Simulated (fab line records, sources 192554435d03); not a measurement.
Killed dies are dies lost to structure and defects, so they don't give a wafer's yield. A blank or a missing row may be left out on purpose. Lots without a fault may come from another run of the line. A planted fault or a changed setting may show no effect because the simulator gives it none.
Chamber matching | flow n5_finfet | N5_BEOL_M15_STRIP_36 on rie_diel-06: 4 sister chambers
The step strips in O2. 18 wafers are shown with their chamber, then 9 later ones without.

WAFERS WITH THEIR CHAMBER
wafer  | chamber | showerhead_plenum_p_Torr (Torr) | drypump_motor_current_A (A) | oes_product_au (a.u.)
L074.2 | 0       | 2.08                            | 5.5                         | 0.87
L074.3 | 3       | 2.04                            | 5.8                         | 0.69
L074.5 | 0       | 2.08                            | 5.5                         | 0.87
L075.3 | 1       | 2.11                            | 5.4                         | 0.83
L075.5 | 3       | 2.04                            | 5.8                         | 0.68
L075.6 | 0       | 2.08                            | 5.5                         | 0.87
L079.1 | 3       | 2.04                            | 5.8                         | 0.67
L079.4 | 1       | 2.10                            | 5.4                         | 0.80
L079.6 | 2       | 1.95                            | 5.9                         | 0.76
L080.1 | 3       | 2.04                            | 5.8                         | 0.69
L080.3 | 0       | 2.07                            | 5.5                         | 0.84
L080.6 | 1       | 2.10                            | 5.3                         | 0.80
L087.1 | 0       | 2.07                            | 5.5                         | 0.83
L087.2 | 1       | 2.10                            | 5.3                         | 0.79
L087.4 | 2       | 1.95                            | 5.8                         | 0.75
L091.1 | 0       | 2.06                            | 5.5                         | 0.81
L091.4 | 2       | 1.95                            | 5.9                         | 0.75
L091.5 | 2       | 1.95                            | 5.9                         | 0.75

SIGNATURES (means of the wafers above)
reading                  | chamber 0 | chamber 1 | chamber 2 | chamber 3 | scatter within a chamber
showerhead_plenum_p_Torr | 2.0733    | 2.1025    | 1.9500    | 2.0400    | 0.0054
drypump_motor_current_A  | 5.500     | 5.350     | 5.875     | 5.800     | 0.0354
oes_product_au           | 0.8483    | 0.8050    | 0.7525    | 0.6825    | 0.018
Rule: a wafer's distance from a chamber is the root of the sum, over the readings, of the square of ((its reading less the chamber's mean) divided by the reading's scatter). The wafer belongs to the nearest chamber; if the next one is less than 2 further off, it can't be placed. The scatter: the root of (the sum of the squares of (reading less its chamber's mean) over the shown wafers, divided by (wafers less chambers)).

WAFERS WITHOUT THEIR CHAMBER
wafer  | showerhead_plenum_p_Torr (Torr) | drypump_motor_current_A (A) | oes_product_au (a.u.)
L093.1 | 2.06                            | 5.5                         | 0.82
L093.2 | 1.95                            | 5.9                         | 0.74
L093.3 | 2.09                            | 5.4                         | 0.77
L093.4 | 2.03                            | 5.8                         | 0.95
L093.5 | 2.06                            | 5.5                         | 0.83
L093.6 | 2.03                            | 5.8                         | 0.95
L092.1 | 2.09                            | 5.3                         | 0.77
L092.3 | 2.03                            | 5.8                         | 0.95
L092.5 | 2.03                            | 5.8                         | 0.94

WHICH CHAMBER EACH WENT THROUGH
wafer  | from the rows above     | in truth
L093.1 | 0                       | 0
L093.2 | 2                       | 2
L093.3 | 1                       | 1
L093.4 | 0                       | 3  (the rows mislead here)
L093.5 | 0                       | 0
L093.6 | 0                       | 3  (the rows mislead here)
L092.1 | 1                       | 1
L092.3 | 0                       | 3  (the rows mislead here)
L092.5 | can't be placed: 0 or 3 | 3
Placed correctly: 5 of 9. Can't be placed from these rows: 1 (the true chamber is among the candidates in 1). Placed wrongly: 3.
